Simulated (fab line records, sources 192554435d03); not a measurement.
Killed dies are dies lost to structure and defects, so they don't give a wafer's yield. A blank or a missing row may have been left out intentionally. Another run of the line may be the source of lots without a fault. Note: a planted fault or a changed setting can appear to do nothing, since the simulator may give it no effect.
Chamber matching ; flow n5Finfet ; 4 sister chambers for N5_DUMMY_GATE_ALD_02 on aldSin-04
The step deposits SiO2, target thk 2 nm, pulse time 1 s. 8 wafers are shown with their chamber, then 7 later ones without.

EACH WAFER AND ITS CHAMBER
wafer;chamber;heaterPowerW (W);precursorPulseHeightRel
L078.1;0;513;0.977
L079.2;2;452;0.985
L079.3;1;441;0.994
L079.4;0;511;0.973
L079.5;2;456;0.999
L079.6;3;483;0.986
L084.1;3;467;1.010
L084.2;1;423;1.014

WAFERS MISSING THEIR CHAMBER
wafer;heaterPowerW (W);precursorPulseHeightRel
L084.4;518;0.985
L087.2;422;1.001
L087.4;534;1.018
L087.5;450;1.016
L090.1;535;0.969
L090.4;478;0.998
L090.5;488;1.012

CHAMBER TAKEN BY EACH
wafer;from the rows above;in truth
L084.4;0;0
L087.2;1;1
L087.4;0;0
L087.5;can't be placed: 2 or 1 or 3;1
L090.1;0;0
L090.4;3;3
L090.5;3;3
Correctly placed: 6 of 7. Can't be placed from these rows: 1 (the true chamber is among the candidates in 1). Number placed wrongly: 0.
How it was worked out, from the rows above alone: a wafer's distance from a chamber is the root of the sum, over the readings, of the square of ((its reading less the chamber's mean) divided by the reading's scatter). The wafer belongs to the nearest chamber; if the next one is less than 2 further off, it can't be placed. The mean given for a chamber averages the wafers shown for that chamber. The scatter is the square root of a quotient: the sum, over the shown wafers, of each reading's squared deviation from its chamber's mean, divided by wafers minus chambers.
